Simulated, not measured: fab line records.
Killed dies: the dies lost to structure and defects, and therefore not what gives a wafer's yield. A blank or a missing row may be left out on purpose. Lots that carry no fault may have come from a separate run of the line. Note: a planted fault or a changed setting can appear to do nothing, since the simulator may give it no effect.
Matching of chambers / flow n5-finfet / 4 sister chambers for N5_BEOL_M0_CMP_120 on cmp-01
The step polishes, stops on SiOC, t overpolish 6.9 s. 8 wafers are shown with their chamber, then 8 later ones without.

== WAFERS WITH THEIR CHAMBER ==
wafer=L075.6; chamber=0; motor-current-A (A)=6.8; time-to-endpoint-s (s)=66.4
wafer=L077.4; chamber=0; motor-current-A (A)=6.8; time-to-endpoint-s (s)=67.8
wafer=L080.1; chamber=2; motor-current-A (A)=6.7; time-to-endpoint-s (s)=64.7
wafer=L082.3; chamber=2; motor-current-A (A)=6.7; time-to-endpoint-s (s)=62.6
wafer=L081.1; chamber=3; motor-current-A (A)=5.9; time-to-endpoint-s (s)=62.7
wafer=L081.2; chamber=1; motor-current-A (A)=6.0; time-to-endpoint-s (s)=65.0
wafer=L081.5; chamber=3; motor-current-A (A)=5.9; time-to-endpoint-s (s)=63.6
wafer=L083.1; chamber=1; motor-current-A (A)=5.9; time-to-endpoint-s (s)=60.8

== WAFERS WHOSE CHAMBER IS MISSING ==
wafer=L083.3; motor-current-A (A)=6.5; time-to-endpoint-s (s)=59.9
wafer=L083.6; motor-current-A (A)=6.7; time-to-endpoint-s (s)=61.8
wafer=L095.1; motor-current-A (A)=6.7; time-to-endpoint-s (s)=60.8
wafer=L095.2; motor-current-A (A)=5.6; time-to-endpoint-s (s)=59.8
wafer=L095.5; motor-current-A (A)=5.5; time-to-endpoint-s (s)=62.7
wafer=L096.1; motor-current-A (A)=6.0; time-to-endpoint-s (s)=62.3
wafer=L096.5; motor-current-A (A)=6.3; time-to-endpoint-s (s)=60.4
wafer=L096.6; motor-current-A (A)=5.9; time-to-endpoint-s (s)=59.8

== THE CHAMBER EACH PASSED THROUGH ==
wafer=L083.3; from the rows above=2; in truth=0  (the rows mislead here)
wafer=L083.6; from the rows above=2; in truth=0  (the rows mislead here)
wafer=L095.1; from the rows above=2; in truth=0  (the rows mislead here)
wafer=L095.2; from the rows above=can't be placed: 3 or 1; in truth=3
wafer=L095.5; from the rows above=can't be placed: 3 or 1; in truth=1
wafer=L096.1; from the rows above=can't be placed: 1 or 3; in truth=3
wafer=L096.5; from the rows above=can't be placed: 1 or 3 or 2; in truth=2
wafer=L096.6; from the rows above=can't be placed: 3 or 1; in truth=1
0 of 8 placed correctly. Not placeable from these rows: 5 (in 5, the candidates include the true chamber). Wrongly placed: 3.
How it was worked out, from the rows above alone: a wafer's distance from a chamber is the root of the sum, over the readings, of the square of ((its reading less the chamber's mean) divided by the reading's scatter). The wafer belongs to the nearest chamber; if the next one is less than 2 further off, it can't be placed. A chamber's mean is the mean of its shown wafers. The scatter: the root of (the sum of the squares of (reading less its chamber's mean) over the shown wafers, divided by (wafers less chambers)).
